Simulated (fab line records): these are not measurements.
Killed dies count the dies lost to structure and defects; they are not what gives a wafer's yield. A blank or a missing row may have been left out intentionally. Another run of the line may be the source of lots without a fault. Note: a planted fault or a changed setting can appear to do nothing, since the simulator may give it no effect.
8D (eight disciplines) problem report, filled in by code ; flow nandHarc ; the parts of the form that need people (team, actions taken, sign-off) are left out

== 1. THE PROBLEM ==
At NHARC_END_SORT_01, killedAtArray averages 675 over 6 wafers from 2 lots, while fault-free wafers read 26, standard deviation 9. Measured from the usual mean, that is +72 standard deviations.
First observed at day 21 21:46: wafer L699.1, on prober-01. The record has a number at this step for 9 wafers belonging to 3 lots. By rule, "out" or "out of limits" means more than 4 standard deviations away from the usual mean. The other wafers with a number count as sound.

== 2. WHAT IT IS, AND WHAT IT ISN'T ==
question;is;is not
which readings at this step;killedAtArray, killedDies;killedAtOther, killedAtPeriphery, killedOpen, killedShort
which lots;L699, L703;L693
which wafers of those lots;all that have a number;-
read on which gauges;prober-01;-
when;from day 21 21:46;up to then (3 sound wafers)

== 3. THE SUSPECTS, EACH WITH WHAT RULES IT OUT ==
Counting: any tool at a process step up to the reading is kept as a suspect provided that every lot that is out went through it and no sound lot did after the first of them.
- the gauge at NHARC_END_SORT_01: kept. All the wafers that are out were read on prober-01, and no step on other tools shows them out.
- harCapEtch-01 at NHARC_A_CONTACT_ETCH_113 (etches the open film in C4F8/O2/Ar, time 94 s, target depth 922 nm): kept. Every lot that is out went through it, starting with L699 (day 19 05:34), and after that it ran no sound lot; the last sound lot it ran before then is L693 (day 16 15:21).
- harCapEtch-01 at NHARC_A_CONTACT_ETCH_115 (etches the open film in C4F8/O2/Ar, time 94 s, target depth 922 nm): kept. Every lot that is out went through it, starting with L699 (day 19 05:46), and after that it ran no sound lot; the last sound lot it ran before then is L693 (day 16 15:32).
- harCapEtch-01 at NHARC_A_CONTACT_ETCH_121 (etches the open film in C4F8/O2/Ar, time 94 s, target depth 922 nm): kept. Every lot that is out went through it, starting with L699 (day 19 06:18), and after that it ran no sound lot; the last sound lot it ran before then is L693 (day 16 16:05).
- harCapEtch-01 at NHARC_A_CONTACT_ETCH_123 (etches the open film in C4F8/O2/Ar, time 253 s, target depth 1090 nm): kept. Every lot that is out went through it, starting with L699 (day 19 06:29), and after that it ran no sound lot; the last sound lot it ran before then is L693 (day 16 16:16).
Left after counting: harCapEtch-01 at NHARC_A_CONTACT_ETCH_113, harCapEtch-01 at NHARC_A_CONTACT_ETCH_115, harCapEtch-01 at NHARC_A_CONTACT_ETCH_121, harCapEtch-01 at NHARC_A_CONTACT_ETCH_123, prober-01 at NHARC_END_SORT_01.

== 4. THE CAUSE (what the simulator had put in) ==
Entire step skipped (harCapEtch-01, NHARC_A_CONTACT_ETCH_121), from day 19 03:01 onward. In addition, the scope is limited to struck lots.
After counting, 5 suspects remain, this tool included.

== 5. THE CHAIN OF EFFECTS, in route order ==
Each row: a reading where the mean over the struck wafers with a number is more than 3 standard deviations away from the usual. Scope: only readings with a usual standard deviation given in the record; hours: median across lots of the time from each lot's start at the first step in this table that gives one to its start at this step; sigmas: change in usual standard deviations.
hours;step;reading;usual;on struck wafers;change;sigmas
0;NHARC_END_SORT_01;killedAtArray;26;675;+649;+72
0;NHARC_END_SORT_01;killedDies;30;677;+647;+71
Readings that are blank on the struck wafers while sound wafers have them: chamberPressureMTorr at NHARC_A_CONTACT_ETCH_121; oesAirLineAu at NHARC_A_CONTACT_ETCH_121.

== 6. HOW IT WOULD HAVE BEEN CAUGHT EARLIER ==
In this record the first reading out of limits at a measuring or inspecting step was taken at day 21 21:46, 67 hours after the fault began at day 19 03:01.
At NHARC_A_CONTACT_ETCH_121 the tool's readings are blank on the struck wafers, where sound wafers have them: an empty tool record is the first sign, and it was there at once.
The start of NHARC_A_CONTACT_ETCH_121 on harCapEtch-01 came by day 21 21:46 for every one of the lots that are out (2). Had the tool been put on hold then, not one of them would have been saved.
